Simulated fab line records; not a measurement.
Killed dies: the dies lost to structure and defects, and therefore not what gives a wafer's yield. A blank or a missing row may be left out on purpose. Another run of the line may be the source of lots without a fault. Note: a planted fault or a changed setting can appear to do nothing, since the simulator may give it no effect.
Which tool is to blame? | flow nand harc | 39 wafers from 13 lots sampled at 5 of the route's 1159 steps

## WHAT THE GAUGES SHOWED, per wafer
NHARC_THIN_TSV_CD_MEAS_33: target cd 5000 nm. Usual: cd nm at 4999.2 nm, with a standard deviation of 1.6.
lot  | measured     | on        | cd nm (nm)           | flag
L870 | day 19 15:46 | cd sem-02 | 4996.3 4997.9 4997.2 |
L871 | day 19 17:01 | cd sem-01 | 4996.9 4998.7 4998.3 |
L872 | day 19 18:26 | cd sem-03 | 5000.1 4999.4 5001.1 |
L874 | day 20 07:23 | cd sem-03 | 4998.3 5000.4 4999.0 |
L880 | day 21 06:20 | cd sem-02 | 4998.9 4998.5 4999.4 |
L885 | day 23 07:36 | cd sem-01 | 5000.0 4998.8 5000.2 |
L890 | day 24 05:26 | cd sem-02 | 5000.7 5000.2 5001.7 |
L887 | day 23 09:12 | cd sem-02 | 4999.5 5000.2 5001.6 |
L888 | day 24 06:35 | cd sem-03 | 4998.3 5001.1 4997.9 |
L889 | day 24 07:51 | cd sem-01 | 4999.5 5001.5 5000.5 |
L893 | day 24 13:49 | cd sem-02 | 4997.7 4996.4 4999.1 |
L891 | day 24 14:58 | cd sem-03 | 4997.1 4998.1 4997.5 |
L892 | day 24 16:06 | cd sem-03 | 5000.2 4999.3 5000.4 |

NHARC_END_SORT_01. Usual: killed at array 29, standard deviation 12; killed at other 0.7, standard deviation 1; killed at periphery 4, standard deviation 3.2; killed dies 34, standard deviation 12; killed open 3.4, standard deviation 2; killed short 1.8, standard deviation 1.3.
lot  | measured     | on        | killed at array | killed at other | killed at periphery | killed dies | killed open | killed short | flag
L880 | day 21 17:17 | prober-01 | 121 34 35       | 0 0 0           | 3 3 2               | 124 37 37   | 1 3 2       | 2 1 2        |
L890 | day 24 15:42 | prober-02 | 33              | 1               | 4                   | 38          | 2           | 0            |
L889 | day 24 23:32 | prober-02 | 48 43           | 3 1             | 2 3                 | 53 47       | 8 7         | 1 0          |

## TOOL THAT RAN EACH LOT (tool first, then ch and the chambers of the sampled wafers, then the start)
lot  | NHARC_A_STAIRCASE_STRIP_172         | NHARC_THIN_TSV_CMP_21         | NHARC_THIN_TSV_STRIP_56
L870 | wet bench-04 ch 2,4,6, day 11 05:23 | cmp-01 ch 0,1,2, day 19 14:19 | plasma asher-01 ch 1, day 19 16:29
L871 | wet bench-07 ch 4,5,6, day 11 05:36 | cmp-04 ch 2,3, day 19 15:26   | plasma asher-02 ch 0,1, day 19 17:41
L872 | wet bench-07 ch 2,3,7, day 11 09:42 | cmp-02 ch 1,2, day 19 16:50   | plasma asher-02 ch 0,1, day 19 19:05
L874 | wet bench-04 ch 3,4,6, day 11 21:52 | cmp-04 ch 1,2,3, day 20 05:55 | plasma asher-01 ch 0,1, day 20 08:02
L880 | wet bench-04 ch 1,4,7, day 13 03:32 | cmp-01 ch 2,3, day 21 04:44   | plasma asher-01 ch 0,1, day 21 06:59
L885 | wet bench-02 ch 3,4,5, day 14 16:23 | cmp-02 ch 0,1,2, day 23 06:01 | plasma asher-01 ch 0,1, day 23 08:15
L890 | wet bench-02 ch 0,1,2, day 15 05:04 | cmp-02 ch 1,2, day 24 03:51   | plasma asher-02 ch 1, day 24 06:08
L887 | wet bench-07 ch 1,2,4, day 15 05:13 | cmp-01 ch 2,3, day 23 07:37   | plasma asher-01 ch 0,1, day 23 09:53
L888 | wet bench-02 ch 1,5,6, day 15 08:08 | cmp-01 ch 0,2,3, day 24 04:53 | plasma asher-02 ch 0,1, day 24 07:14
L889 | wet bench-07 ch 2,5,7, day 15 12:30 | cmp-02 ch 0,3, day 24 06:24   | plasma asher-02 ch 0,1, day 24 08:35
L893 | wet bench-02 ch 0,1,6, day 16 11:19 | cmp-04 ch 0,2,3, day 24 12:13 | plasma asher-02 ch 0,1, day 24 14:46
L891 | wet bench-04 ch 0,2,5, day 16 16:34 | cmp-04 ch 0,1,2, day 24 13:22 | plasma asher-01 ch 0,1, day 24 15:37
L892 | wet bench-02 ch 1,4,5, day 16 16:50 | cmp-04 ch 0,2,3, day 24 14:38 | plasma asher-01 ch 0,1, day 24 16:47
- NHARC_A_STAIRCASE_STRIP_172: strips in SPM, time 900 s.
- NHARC_THIN_TSV_CMP_21: polishes, t overpolish 30 s, target thk 2000 nm.
- NHARC_THIN_TSV_STRIP_56: strips in O2.

## AS READ BY THE TOOLS THEMSELVES (means over the sampled wafers that have a number; for cases with no such wafer, the mark the record gives instead)
NHARC_THIN_TSV_CMP_21. Usual: motor current A 12.2 A, standard deviation 0.79; overpolish run s 30.000 s, standard deviation 0.0091; retaining ring pressure frac 1.000, standard deviation 0.0048.
lot  | tool   | motor current A (A) | overpolish run s (s) | retaining ring pressure frac | flag
L870 | cmp-01 | 11.9                | 30.003               | 1.001                        |
L871 | cmp-04 | 12.0                | 29.999               | 0.996                        |
L872 | cmp-02 | 11.4                | 29.997               | 1.001                        |
L874 | cmp-04 | 12.5                | 29.995               | 1.003                        |
L880 | cmp-01 | 11.9                | 30.002               | 0.998                        |
L885 | cmp-02 | 12.2                | 30.002               | 0.998                        |
L890 | cmp-02 | 11.7                | 30.005               | 1.005                        |
L887 | cmp-01 | 12.3                | 30.004               | 0.995                        |
L888 | cmp-01 | 11.9                | 30.003               | 1.000                        |
L889 | cmp-02 | 13.2                | 30.001               | 1.000                        |
L893 | cmp-04 | 11.7                | 30.001               | 0.999                        |
L891 | cmp-04 | 12.2                | 29.994               | 1.001                        |
L892 | cmp-04 | 12.2                | 30.006               | 1.000                        |

NHARC_THIN_TSV_STRIP_56. Usual: drypump motor current A 5.6 A, standard deviation 0.58; heater power w 312 W, standard deviation 12.
lot  | tool            | drypump motor current A (A) | heater power w (W) | flag
L870 | plasma asher-01 | 6.3                         | 297                |
L871 | plasma asher-02 | 5.7                         | 312                |
L872 | plasma asher-02 | 5.7                         | 311                |
L874 | plasma asher-01 | 5.9                         | 314                |
L880 | plasma asher-01 | 5.6                         | 315                |
L885 | plasma asher-01 | 5.6                         | 313                |
L890 | plasma asher-02 | 6.1                         | 323                |
L887 | plasma asher-01 | 5.9                         | 311                |
L888 | plasma asher-02 | 5.3                         | 308                |
L889 | plasma asher-02 | 5.7                         | 317                |
L893 | plasma asher-02 | 5.3                         | 310                |
L891 | plasma asher-01 | 5.9                         | 308                |
L892 | plasma asher-01 | 5.6                         | 315                |

## THE ANSWER, worked out from the rows above alone
Rule: a lot is off if the mean of its wafers that have a number lies more than 3 standard deviations from the usual mean. Also off: a lot with no number at a reading for which 4 or more lots have one. Any other lot the step has rows for is counted as sound. Order of review: gauges by route order, followed by the tools' own readings, for which a lot's mean as printed above is used. The first step at which some lot is off is used, and at that step the reading that is off furthest; a lot without a number counts as furthest.
Across all readings shown, no lot is off: no conclusion can be drawn from this.

## WHAT THE SIMULATOR PUT IN
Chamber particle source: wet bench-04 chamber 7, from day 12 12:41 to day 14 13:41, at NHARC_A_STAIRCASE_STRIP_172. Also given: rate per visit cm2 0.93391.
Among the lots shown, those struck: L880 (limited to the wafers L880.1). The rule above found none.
